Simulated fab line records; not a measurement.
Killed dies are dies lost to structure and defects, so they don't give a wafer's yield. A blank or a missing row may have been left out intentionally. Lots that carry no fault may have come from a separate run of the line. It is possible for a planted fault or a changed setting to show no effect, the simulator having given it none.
fab line records	flow nand-harc
[record] lots = 6	wafers = 18	last-day = 33
route steps=1302 shown P_CONTACT@228
lots that met no fault: taken from a fault-free run of the same line
start-h: the number of hours between the record's first day and the start of the first shown wafer of the lot	wait-h: hours from the lot's prior step to this one	" repeats the value in the row above	L1.1+2: a single row standing in for several wafers	- either no value or no given start	* or withheld: withheld	< > ~ a bound
route shown NAME@n: names a module that has steps shown in the file, with the first one's number in the route	usual: mean and standard deviation over wafers with no fault	same: alike in all rows	chamber/n: place in a boat	sites: readings site by site	_std_site: standard deviation across them	_edge_site: outer sites' mean less inner sites'	radius-mm: how far each site lies from the wafer's centre	mask NAME#n: copy n	behind: tool/chamber where the wafer was last shaped	hold: what put the lot on hold/how long, in hours/how the hold closed	device: names the non-switching transistor (n, p or np)	end of line: the route-end tests of the same wafers	where a step has no rows: the recipe by itself	killed: dies that structure and defects cost at the first sort, which is not the same as the wafer's yield	map: a wafer's dies, x killed, . not, _ none there
set.NAME: setting as actually run; set.NAME@STEP: the setting as run at that earlier step	model.NAME: the simulator's own value behind a step, which no gauge read
lots at some steps of the route; a table a step, a row a wafer
services: when a tool's chamber went out of use (start-h, in hours from the record's first day, below 0 if earlier), for how many hours, and the reason
[[steps]]
[step NHARC_P_CONTACT_EBR_08]
[step NHARC_P_CONTACT_EXPOSE_09]
[recipe] na = 1.35	target-cd-nm = 90	dose-mj = 81.26	mask-id = P_CA
[step NHARC_P_CONTACT_PEB_10]
[recipe] peb-temp-c = 100	peb-time-s = 65
[step NHARC_P_CONTACT_DEVELOP_11]
[recipe] develop-time-s = 35	dev-temp-c = 23
[step NHARC_P_CONTACT_CD_MEAS_12]
[recipe] target-cd-nm = 90	landing-energy-ev = 500
[usual] cd-nm = 90.1/0.51
[same] landing-energy-ev = 500
lot.wafer	tool	chamber	start-h	wait-h	cd-nm
L460.2	cd-sem-03	0	113.86	-	90.0
L460.5	"	0	"	"	90.0
L460.6	"	0	"	"	90.5
L466.2	cd-sem-01	0	179.72	-	89.4
L466.4	"	0	"	"	90.5
L466.5	"	0	"	"	90.0
L467.2	cd-sem-01	0	186.18	-	91.3
L467.4	"	0	"	"	91.2
L467.6	"	0	"	"	91.2
L476.2	cd-sem-01	0	287.66	-	89.6
L476.3	"	0	"	"	90.0
L476.6	"	0	"	"	89.6
L480.4	cd-sem-01	0	325.80	-	89.8
L480.5	"	0	"	"	90.1
L480.6	"	0	"	"	90.2
L483.2	cd-sem-01	0	345.87	-	89.9
L483.3	"	0	"	"	88.9
L483.4	"	0	"	"	89.4
[step NHARC_P_CONTACT_OVL_MEAS_13]
[usual] overlay-x-nm = 0.1/0.83	overlay-y-nm = -0.4/0.76
lot.wafer	tool	chamber	start-h	wait-h	overlay-x-nm	overlay-y-nm
L460.2	overlay-02	-	113.95	-	0.1	-0.1
L460.5	"	-	"	"	0.8	-0.2
L460.6	"	-	"	"	0.1	-0.2
L466.2	overlay-01	-	179.81	-	0.5	0.9
L466.4	"	-	"	"	0.4	0.5
L466.5	"	-	"	"	-0.1	0.8
L467.2	overlay-02	-	186.27	-	0.8	0.4
L467.4	"	-	"	"	0.9	-0.1
L467.6	"	-	"	"	0.2	0.3
L476.2	overlay-01	-	287.74	-	-0.4	-0.4
L476.3	"	-	"	"	0.2	-0.6
L476.6	"	-	"	"	-0.1	-0.5
L480.4	overlay-02	-	325.88	-	0.3	-1.2
L480.5	"	-	"	"	0.9	-1.4
L480.6	"	-	"	"	0.4	-1.5
L483.2	overlay-02	-	345.95	-	1.1	-0.1
L483.3	"	-	"	"	0.4	-0.4
L483.4	"	-	"	"	1.6	0.1
[step NHARC_P_CONTACT_INSPECT_14]
[usual] raw-defect-count = 3.8/2.4
lot.wafer	tool	chamber	start-h	wait-h	raw-defect-count
L460.2	defect-inspect-02	-	113.99	0.0	2
L460.5	"	-	"	"	0
L460.6	"	-	"	"	4
L466.2	defect-inspect-02	-	179.84	0.0	2
L466.4	"	-	"	"	2
L466.5	"	-	"	"	8
L467.2	defect-inspect-02	-	186.30	0.0	3
L467.4	"	-	"	"	3
L467.6	"	-	"	"	4
L476.2	defect-inspect-01	-	287.78	0.0	1
L476.3	"	-	"	"	0
L476.6	"	-	"	"	2
L480.4	defect-inspect-01	-	325.92	0.0	3
L480.5	"	-	"	"	2
L480.6	"	-	"	"	4
L483.2	defect-inspect-02	-	345.99	0.0	3
L483.3	"	-	"	"	7
L483.4	"	-	"	"	1
[step NHARC_P_CONTACT_DESCUM_17]
[recipe] time-s = 3	o2-flow-sccm = 200	ar-flow-sccm = 0	bias-power-w = 0	chemistry = O2
[usual] drypump-motor-current-A = 5.7/0.49	oes-product-au = 1.001/0.007	rf-vpp-V = 57.8/0.93	showerhead-plenum-p-Torr = 1.92/0.083	throttle-valve-pct = 11.311/0.0089
[same] bias-power-w = 0
lot.wafer	tool	chamber	start-h	wait-h	drypump-motor-current-A	oes-product-au	rf-hours-counter-h	rf-vpp-V	showerhead-plenum-p-Torr	throttle-valve-pct
L460.2	rie-diel-11	1	114.07	0.1	5.4	1.000	1.3	57.8	1.81	11.312
L460.5	"	2	"	"	6.3	1.003	-	57.3	1.98	11.306
L460.6	"	3	"	"	4.9	1.001	-	59.7	2.01	11.307
L466.2	rie-diel-11	1	179.91	0.1	5.4	1.008	3.5	57.1	1.81	11.313
L466.4	"	2	"	"	6.3	1.001	3.4	59.5	1.98	11.316
L466.5	"	0	"	"	6.6	0.997	-	59.2	1.88	11.323
L467.2	rie-diel-11	2	186.37	0.1	6.3	0.997	3.8	59.6	1.98	11.313
L467.4	"	0	"	"	6.6	1.001	2.0	57.8	1.88	11.321
L467.6	"	1	"	"	5.4	0.997	-	57.6	1.81	11.313
L476.2	rie-diel-10	2	287.86	0.1	5.6	0.999	2.1	57.9	1.82	11.298
L476.3	"	3	"	"	5.9	1.021	2.2	57.9	1.96	11.319
L476.6	"	0	"	"	6.2	1.004	-	58.8	2.02	11.307
L480.4	rie-diel-11	2	325.99	0.1	6.3	1.018	2.1	57.1	1.98	11.308
L480.5	"	0	"	"	6.6	1.003	-	56.7	1.88	11.312
L480.6	"	1	"	"	5.4	1.009	-	57.0	1.81	11.301
L483.3	rie-diel-11	3	346.05	0.1	4.9	1.007	2.5	56.1	2.01	11.291
L483.4	"	0	"	"	6.6	1.006	2.6	56.4	1.88	11.307
L483.2	"	2	"	"	6.3	1.001	3.0	57.3	1.98	11.298
[step NHARC_P_CONTACT_ETCH_35]
[recipe] target-depth-a = 390	over-etch-frac = 0.3	time-s = 65	ion-energy-ev = 80	cf4-flow-sccm = 150	ar-flow-sccm = 0	rf-w = 300	bias-w = 100	chemistry = CF4
[usual] bias-w = 99.99/0.29	cf4-flow-sccm = 150.0/0.48	drypump-motor-current-A = 5.7/0.49	oes-product-au = 0.999/0.0083	rf-vpp-V = 151.2/1.1	run-length-s = 86.5/0.39	showerhead-plenum-p-Torr = 1.77/0.071	throttle-valve-pct = 13.285/0.0086
lot.wafer	tool	chamber	start-h	wait-h	bias-w	cf4-flow-sccm	drypump-motor-current-A	oes-product-au	rf-hours-counter-h	rf-vpp-V	run-length-s	showerhead-plenum-p-Torr	throttle-valve-pct
L460.2	rie-diel-11	1	114.17	0.1	99.87	149.6	5.4	0.999	1.3	150.9	86.3	1.68	13.279
L460.6	"	2	"	"	100.28	150.1	6.3	1.004	-	153.2	86.9	1.83	13.296
L460.5	"	1	"	"	99.60	150.0	5.4	1.003	-	150.0	86.6	1.68	13.307
L466.4	rie-diel-11	2	179.99	0.1	99.89	149.8	6.3	1.005	3.4	153.1	86.9	1.83	13.281
L466.2	"	0	"	"	99.91	150.0	6.6	1.005	1.7	150.2	86.6	1.74	13.268
L466.5	"	2	"	"	99.55	149.1	6.3	1.012	-	151.0	87.0	1.83	13.295
L467.2	rie-diel-11	1	186.45	0.1	100.04	150.0	5.4	0.994	3.8	150.0	86.7	1.68	13.270
L467.4	"	0	"	"	99.81	150.5	6.6	0.999	2.0	151.6	86.9	1.74	13.293
L467.6	"	2	"	"	100.47	150.3	6.3	1.001	-	151.5	86.9	1.83	13.284
L476.3	rie-diel-10	0	287.93	0.1	99.70	149.7	6.2	0.981	2.4	151.6	86.5	1.86	13.269
L476.2	"	2	"	"	100.49	149.7	5.6	0.995	2.1	152.0	86.7	1.68	13.280
L476.6	"	0	"	"	100.07	149.5	6.2	0.999	-	152.7	86.9	1.86	13.279
L480.4	rie-diel-11	2	326.07	0.1	100.45	150.5	6.3	1.008	2.1	151.0	86.8	1.83	13.288
L480.6	"	0	"	"	100.32	149.7	6.6	0.993	-	151.7	86.5	1.74	13.278
L480.5	"	1	"	"	99.98	150.7	5.4	0.995	-	150.0	86.2	1.68	13.270
L483.3	rie-diel-11	1	346.13	0.1	99.87	150.4	5.4	1.006	3.1	149.6	86.8	1.68	13.284
L483.4	"	3	"	"	100.20	149.3	4.9	1.006	2.5	152.9	86.3	1.85	13.283
L483.2	"	0	"	"	99.35	149.7	6.7	1.005	2.6	149.9	87.1	1.74	13.283
[step NHARC_P_CONTACT_ETCH_36]
[recipe] target-depth-a = 2600	over-etch-frac = 0.25	time-s = 406.25	ion-energy-ev = 200	n2-flow-sccm = 150	h2-flow-sccm = 150	ar-flow-sccm = 0	rf-w = 400	bias-w = 150	chemistry = N2/H2
[usual] bias-w = 150.0/0.43	drypump-motor-current-A = 5.7/0.49	oes-product-au = 0.999/0.0071	rf-vpp-V = 430.4/2.6	run-length-s = 427.8/0.45	showerhead-plenum-p-Torr = 2.04/0.092	throttle-valve-pct = 14.170/0.0093
lot.wafer	tool	chamber	start-h	wait-h	bias-w	drypump-motor-current-A	oes-product-au	rf-hours-counter-h	rf-vpp-V	run-length-s	showerhead-plenum-p-Torr	throttle-valve-pct
L460.2	rie-diel-11	3	-	-	150.8	4.9	1.006	1.4	432.6	427.9	2.15	14.162
L460.5	"	1	"	"	150.0	5.4	1.000	-	427.6	427.8	1.93	14.173
L460.6	"	2	"	"	149.9	6.3	0.998	-	432.9	428.2	2.12	14.166
L466.2	rie-diel-11	2	-	-	150.0	6.3	1.008	3.5	432.2	428.6	2.12	14.166
L466.4	"	3	"	"	149.9	4.9	1.001	3.4	435.4	427.9	2.15	14.163
L466.5	"	3	"	"	149.4	4.9	0.994	-	433.7	427.5	2.15	14.179
L467.2	rie-diel-11	2	-	-	150.7	6.3	0.996	3.9	433.2	428.7	2.12	14.167
L467.4	"	1	"	"	150.2	5.4	0.990	3.9	428.1	427.7	1.93	14.176
L467.6	"	2	"	"	150.3	6.3	0.995	-	432.3	428.2	2.12	14.161
L476.3	rie-diel-10	1	-	-	150.3	5.4	0.989	2.4	432.7	427.6	2.11	14.189
L476.2	"	3	"	"	151.3	5.9	1.009	2.3	432.9	427.4	2.09	14.178
L476.6	"	1	"	"	149.7	5.4	0.991	-	432.7	428.0	2.11	14.163
L480.4	rie-diel-11	2	-	-	150.0	6.3	0.988	2.1	432.9	427.9	2.12	14.168
L480.6	"	3	"	"	150.4	4.9	0.996	-	432.8	427.5	2.15	14.161
L480.5	"	0	"	"	150.2	6.6	1.002	-	428.7	427.8	2.00	14.156
L483.2	rie-diel-11	1	-	-	150.8	5.4	1.002	3.2	427.0	428.0	1.92	14.179
L483.4	"	2	"	"	150.2	6.3	1.008	3.0	432.6	428.5	2.11	14.169
L483.3	"	3	"	"	149.3	4.9	1.001	2.5	433.9	428.2	2.15	14.174
[step NHARC_P_CONTACT_ETCH_18]
[recipe] target-depth-a = 4810	time-s = 240.5	c4f8-flow-sccm = 20	o2-flow-sccm = 10	ar-flow-sccm = withheld	rf-w = 600	bias-w = 1500	chemistry = C4F8/O2/Ar
[usual] bias-w = 1500/4.8	oes-product-au = 0.958/0.02	rf-vpp-V = 978/5.9	run-length-s = 262.0/0.44
lot.wafer	tool	chamber	start-h	wait-h	bias-w	oes-product-au	rf-hours-counter-h	rf-vpp-V	run-length-s
L460.2	rie-diel-11	2	-	-	1498	0.923	1.6	982	262.7
L460.5	"	1	"	"	1502	0.933	-	970	261.7
L460.6	"	2	"	"	1504	0.927	-	982	262.1
L466.4	rie-diel-11	3	-	-	1497	0.986	3.6	983	262.2
L466.2	"	0	"	"	1510	0.962	1.9	976	262.7
L466.5	"	3	"	"	1497	0.984	-	985	262.0
L467.2	rie-diel-11	2	-	-	1494	0.929	4.1	983	262.6
L467.4	"	1	"	"	1491	0.926	4.0	971	262.4
L467.6	"	2	"	"	1487	0.928	-	982	262.7
L476.3	rie-diel-10	0	-	-	1502	0.954	2.7	986	262.1
L476.2	"	3	"	"	1499	0.992	2.4	981	261.0
L476.6	"	0	"	"	1503	0.959	-	985	262.3
L480.4	rie-diel-11	1	-	-	1504	0.961	2.5	972	262.1
L480.5	"	1	"	"	1496	0.967	-	971	261.8
L480.6	"	2	"	"	1503	0.981	-	981	262.7
L483.3	rie-diel-11	0	-	-	1501	0.936	2.9	976	261.9
L483.4	"	1	"	"	1501	0.956	3.4	972	262.0
L483.2	"	3	"	"	1499	0.942	2.6	984	261.8
[step NHARC_P_CONTACT_STRIP_37]
[recipe] c4f8-flow-sccm = withheld	o2-flow-sccm = 8	ar-flow-sccm = withheld	bias-w = 0	chemistry = C4F8/O2/Ar
[step NHARC_P_CONTACT_ETCH_31]
[recipe] target-depth-a = 300	time-s = 85.7	ion-energy-ev = 120	over-etch-frac = 1	ch3f-flow-sccm = 50	o2-flow-sccm = 30	ar-flow-sccm = 200	rf-w = 500	bias-w = 100	chemistry = CH3F/O2
[usual] bias-w = 99.99/0.27	drypump-motor-current-A = 5.7/0.49	oes-product-au = 0.977/0.012	rf-vpp-V = 244.4/1.5	run-length-s = 107.2/0.4	showerhead-plenum-p-Torr = 2.46/0.1	throttle-valve-pct = 20.662/0.0095
lot.wafer	tool	chamber	start-h	wait-h	bias-w	drypump-motor-current-A	oes-product-au	rf-hours-counter-h	rf-vpp-V	run-length-s	showerhead-plenum-p-Torr	throttle-valve-pct
L460.2	rie-diel-11	2	114.94	-	99.89	6.3	0.980	1.7	244.8	107.4	2.55	20.648
L460.6	"	2	"	"	100.22	6.3	0.974	-	244.5	107.8	2.55	20.648
L460.5	"	3	"	"	100.14	4.9	0.967	-	245.8	106.9	2.58	20.662
L466.4	rie-diel-11	0	180.65	-	-	6.6	0.982	2.0	241.6	61.4	2.42	20.666
L466.2	"	1	"	"	99.95	5.4	0.979	3.7	242.3	107.1	2.33	20.680
L466.5	"	0	"	"	-	6.6	0.979	-	244.4	61.4	2.42	20.668
L467.4	rie-diel-11	3	187.11	-	100.11	4.9	0.961	4.1	244.3	107.2	2.58	20.665
L467.2	"	0	"	"	-	6.6	0.958	2.2	245.0	61.2	2.42	20.674
L467.6	"	3	"	"	100.00	4.9	0.980	-	245.4	107.0	2.58	20.665
L476.3	rie-diel-10	1	288.59	-	99.68	5.4	0.977	2.7	244.6	107.8	2.54	20.665
L476.2	"	0	"	"	100.62	6.2	0.976	2.8	247.0	107.3	2.59	20.679
L476.6	"	1	"	"	100.06	5.4	0.973	-	244.2	107.4	2.54	20.660
L480.4	rie-diel-11	0	326.73	-	100.26	6.6	0.981	2.2	244.1	107.4	2.42	20.673
L480.5	"	3	"	"	100.07	4.9	0.996	-	245.8	107.2	2.58	20.664
L480.6	"	0	"	"	99.86	6.6	0.982	-	244.3	107.2	2.42	20.668
L483.3	rie-diel-11	0	346.79	-	99.96	6.7	0.967	3.0	243.8	107.4	2.42	20.658
L483.4	"	2	"	"	99.10	6.3	0.982	3.2	246.0	107.6	2.54	20.669
L483.2	"	3	"	"	99.76	4.9	0.967	2.7	246.0	106.9	2.58	20.650
[step NHARC_P_CONTACT_CD_MEAS_19]
[usual] cd-nm = 90.0/0.99
lot.wafer	tool	chamber	start-h	wait-h	cd-nm
L460.2	cd-sem-03	-	115.07	-	90.3
L460.5	"	-	"	"	89.2
L460.6	"	-	"	"	89.7
L466.2	cd-sem-01	-	180.78	-	89.1
L466.4	"	-	"	"	91.0
L466.5	"	-	"	"	89.3
L467.2	cd-sem-02	-	187.24	-	89.6
L467.4	"	-	"	"	91.2
L467.6	"	-	"	"	90.8
L476.2	cd-sem-03	-	288.73	-	90.2
L476.3	"	-	"	"	89.6
L476.6	"	-	"	"	88.6
L480.4	cd-sem-02	-	326.85	-	90.0
L480.5	"	-	"	"	89.0
L480.6	"	-	"	"	92.0
L483.2	cd-sem-02	-	346.92	-	90.3
L483.3	"	-	"	"	89.2
L483.4	"	-	"	"	89.5
[[services]]
tool	chamber	start-h	hours	kind
rie-diel-11	0	91.68	25.8	repair
rie-diel-11	1	112.00	-	clean
rie-diel-11	2	112.00	-	clean
rie-diel-11	3	112.00	-	clean
rie-diel-10	1	126.82	4.6	repair
rie-diel-10	3	128.06	3.2	repair
rie-diel-11	0	136.50	-	clean
rie-diel-11	1	136.50	-	clean
rie-diel-11	2	136.50	-	clean
rie-diel-11	3	136.50	-	clean
rie-diel-11	1	155.79	2.1	repair
rie-diel-11	0	161.00	-	clean
rie-diel-11	1	161.00	-	clean
rie-diel-11	2	161.00	-	clean
rie-diel-11	3	161.00	-	clean
rie-diel-10	2	176.43	4.4	repair
rie-diel-11	0	185.50	-	clean
rie-diel-11	1	185.50	-	clean
rie-diel-11	2	185.50	-	clean
rie-diel-10	3	190.67	5.9	repair
rie-diel-10	2	200.29	5.1	repair
rie-diel-10	-	242.50	9.0	pm
rie-diel-11	-	255.50	9.0	pm
rie-diel-10	0	325.27	2.8	repair
[[key]]
[first-sign] step = NHARC_P_CONTACT_ETCH_31	reading = run-length-s	direction = down	sigmas = 99+	usual = *	struck = *
effect none on later readings
met-at NHARC_P_CONTACT_ETCH_31
struck-wafers L466.4,L466.5,L467.2
sort-left-out L466.4,L466.5,L467.2
tester-left-out L466,L467
[fault] kind = process-parameter-drift	tool = rie-diel-11	chamber = 0	onset-h = 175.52	steps = NHARC_P_CONTACT_ETCH_31	channel = time-s	offset = *	shape = step	end-h = 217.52	acts-in = *	stated = *
// tester-left-out: of these lots the tester's yield and bins aren't shown, on N5 and GAA mostly nor the transistor test; their killed dies are dies lost to structure and defects alone, not to doping, threshold or leakage, so they don't give the yield
// sort-left-out: the simulated sort isn't trusted on such a fault, so these wafers' sort isn't shown, and their yield isn't known
